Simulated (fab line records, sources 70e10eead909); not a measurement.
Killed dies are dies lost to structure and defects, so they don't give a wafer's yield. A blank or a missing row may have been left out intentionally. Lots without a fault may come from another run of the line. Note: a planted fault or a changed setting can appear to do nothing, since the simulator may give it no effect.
Problem report in the 8D (eight disciplines) form, filled by code | flow nand-harc | the parts of the form that need people (team, actions taken, sign-off) are left out

== 1. WHAT WENT WRONG ==
At NHARC_END_SORT_01, killed-at-array averages 670 over 2 wafers from 2 lots, while fault-free wafers read 56, standard deviation 18. Relative to the usual mean, that is a shift of +34 standard deviations.
The first sign was on wafer L209.6 at day 30 22:24, on prober-02. At this step, 6 wafers from 2 lots have a number in the record. Rule for "out" (also "out of limits"): further than 4 standard deviations from the usual mean. Any other wafer with a number is counted as sound.

== 2. WHAT IT IS, WHAT IT ISN'T ==
question                    | is                           | is not
which readings at this step | killed-at-array, killed-dies | killed-at-other, killed-at-periphery, killed-open, killed-short
which lots                  | L208, L209                   | -
which wafers of those lots  | L208.5, L209.6               | L208.1, L208.3, L209.3, L209.4
read on which gauges        | prober-01, prober-02         | -
when                        | from day 30 22:24            | up to then (2 sound wafers); but 2 sound wafers of L208 came after

== 3. THE SUSPECTS, EACH WITH WHAT RULES IT OUT ==
Counting: any tool at a process step up to the reading remains a suspect provided it ran every lot that is out. Sound lots after the first of them don't rule it out here, since some wafers of a struck lot are sound.
- the gauge at NHARC_END_SORT_01 has been ruled out. 2 gauges (prober-01, prober-02) read the wafers that are out.
- rie-diel-11 at NHARC_A_CONTACT_ETCH_51 (etches the open film in O2/COS, target depth 7000 nm, time 1820 s): kept. It ran every lot that is out, first L209 (day 27 20:02). Its own readings are out on those wafers: oes-product-au.
After counting, what remains is rie-diel-11 at NHARC_A_CONTACT_ETCH_51.

== 4. THE CAUSE (what the simulator had put in) ==
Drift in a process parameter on rie-diel-11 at NHARC_A_CONTACT_ETCH_51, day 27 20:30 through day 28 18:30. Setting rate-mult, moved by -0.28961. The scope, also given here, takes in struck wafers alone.
The count eliminated every tool but this one.

== 5. THE EFFECT CHAIN, in route order ==
Rows list readings where the struck wafers' mean (over those with a number) sits beyond 3 standard deviations from the usual. Only readings for which the record gives a usual standard deviation are gone through. hours: the time from each lot's start at the first step in this table that gives one to its start at this step, as a median over the lots. sigmas: the change in usual standard deviations.
hours | step                    | reading         | usual      | on struck wafers | change | sigmas
0     | NHARC_A_CONTACT_ETCH_51 | oes-product-au  | 1.002 a.u. | 0.817            | -0.185 | -17
77    | NHARC_END_SORT_01       | killed-at-array | 56         | 670              | +614   | +34
77    | NHARC_END_SORT_01       | killed-dies     | 61         | 677              | +616   | +32
Its process steps:
- NHARC_A_CONTACT_ETCH_51: etches the open film in O2/COS, target depth 7000 nm, time 1820 s.

== 6. WHAT WOULD HAVE CAUGHT IT SOONER ==
In this record the first reading out of limits at a measuring or inspecting step was taken at day 30 22:24, 74 hours after the fault began at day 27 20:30.
At NHARC_A_CONTACT_ETCH_51, the tool's own readings (oes-product-au) were out on each struck wafer the step has a row for, so an alarm limit on them would have fired on the first such wafer.
The start of NHARC_A_CONTACT_ETCH_51 on rie-diel-11 came by day 30 22:24 for every one of the lots that are out (2). Tool hold at that time: it would have spared none of them.
